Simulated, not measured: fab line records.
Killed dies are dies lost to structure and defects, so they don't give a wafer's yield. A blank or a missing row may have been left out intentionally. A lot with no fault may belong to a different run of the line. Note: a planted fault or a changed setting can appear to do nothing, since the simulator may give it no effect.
A struck lot beside a sound one ; flow nandHarc ; 15 out of 1302 route steps
Sound: wafers L124.3, L124.4, L124.6. Struck: wafers L132.2, L132.4. (L132.5 of the same lot was not struck and is left out.) The cause comes at the end.
Order at every step that has rows: each side's tool, ch and its chambers, its first start. Under that, the readings that differ: sound wafers ; struck wafers ; difference of the means ; sigmas: that difference in standard deviations of wafers without a fault.
alike: same words and numbers on both sides, and readings whose means sit less than 2 such deviations apart. not compared: any withheld reading, any reading some wafer has no value for, any bound like >300 that may hide the same value, and any number with overlapping values for which the record gives no deviation.
A row with sigmas, a row that says differs or no value, or rows on one side alone: a step with any of these is where the two part. When numbers do not overlap yet have no deviation, they are printed without sigmas and do not part them. Lack of a reading on every wafer of one side parts them only where that side has two or more wafers.

first, 4 steps without rows for these wafers: NHARC_P_CONTACT_EBR_08; NHARC_P_CONTACT_EXPOSE_09 (exposes mask P CA, target cd 90 nm); NHARC_P_CONTACT_PEB_10 (peb time 65 s); NHARC_P_CONTACT_DEVELOP_11 (develop time 35 s).
NHARC_P_CONTACT_CD_MEAS_12 targets a cd of 90 nm.
  sound on cdSem-02 ch 0, day 8 17:55; struck on cdSem-02 ch 0, day 12 00:23
  alike: cdNm
NHARC_P_CONTACT_OVL_MEAS_13:
  sound on overlay-02 at day 8 18:00; struck on overlay-02 at day 12 00:28
  alike: overlayXNm, overlayYNm
NHARC_P_CONTACT_INSPECT_14:
  sound on defectInspect-01 at day 8 18:02; struck on defectInspect-02 at day 12 00:30
  alike: rawDefectCount
NHARC_P_CONTACT_DESCUM_17: chemistry O2, time 3 s.
  sound on rieDiel-06 ch 0,2, day 8 18:07; struck on rieDiel-06 ch 3, day 12 00:35
  alike: drypumpMotorCurrentA, mfcArSccm, oesProductAu, rfVppV, showerheadPlenumPTorr, throttleValvePct
  not compared: rfHoursCounterH
NHARC_P_CONTACT_ETCH_35: etches the open film in CF4, target depth 39 nm, time 65 s.
  sound on rieDiel-06 ch 1,3, day 8 18:11; struck on rieDiel-06 ch 0,2, day 12 00:40
  alike: drypumpMotorCurrentA, mfcArSccm, oesProductAu, rfVppV, runLengthS, showerheadPlenumPTorr, throttleValvePct
  not compared: rfHoursCounterH
NHARC_P_CONTACT_ETCH_36: etches the open film in N2/H2, target depth 260 nm, time 406.25 s.
  sound: rieDiel-06 ch 1,3; struck: rieDiel-06 ch 0,3
  alike: drypumpMotorCurrentA, mfcArSccm, oesProductAu, rfVppV, runLengthS, showerheadPlenumPTorr, throttleValvePct
  not compared: rfHoursCounterH
NHARC_P_CONTACT_ETCH_18: etches the open film in C4F8/O2/Ar, target depth 481 nm, time 240.5 s.
  sound: rieDiel-06 ch 0,1,2; struck: rieDiel-06 ch 0,2
  alike: oesProductAu, rfVppV, runLengthS
  not compared: rfHoursCounterH
then, 1 step without rows for these wafers: NHARC_P_CONTACT_STRIP_37 (strips in C4F8/O2/Ar).
NHARC_P_CONTACT_ETCH_31: etches the open film in CH3F/O2, target depth 30 nm, time 85.7 s.
  sound on rieDiel-06 ch 0,1,3, day 8 18:50; struck on rieDiel-06 ch 0, day 12 01:26
reading;sound;struck;difference;sigmas
runLengthS (s);106.4 106.4 106.6;64.7 64.7;-41.8;-97
  alike: drypumpMotorCurrentA, mfcArSccm, oesProductAu, rfVppV, showerheadPlenumPTorr, throttleValvePct
  not compared: rfHoursCounterH
NHARC_P_CONTACT_CD_MEAS_19:
  sound on cdSem-01 at day 8 18:59; struck on cdSem-02 at day 12 01:35
  alike: cdNm
-- jump in the record: it breaks off in module P_CONTACT and resumes in module END (first step shown: number 1302 of the route), and 18 days separate the struck wafers' starts before and after --
NHARC_END_SORT_01:
  here the record holds rows for the struck wafers (prober-02 ch 0, day 30 03:11) but none for the sound ones

== WHERE THEY PART ==
Last at NHARC_END_SORT_01 as far as this record goes, first at NHARC_P_CONTACT_ETCH_31.

WHY: whatever the simulator had introduced
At NHARC_P_CONTACT_ETCH_31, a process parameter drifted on rieDiel-06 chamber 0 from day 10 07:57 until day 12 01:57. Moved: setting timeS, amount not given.
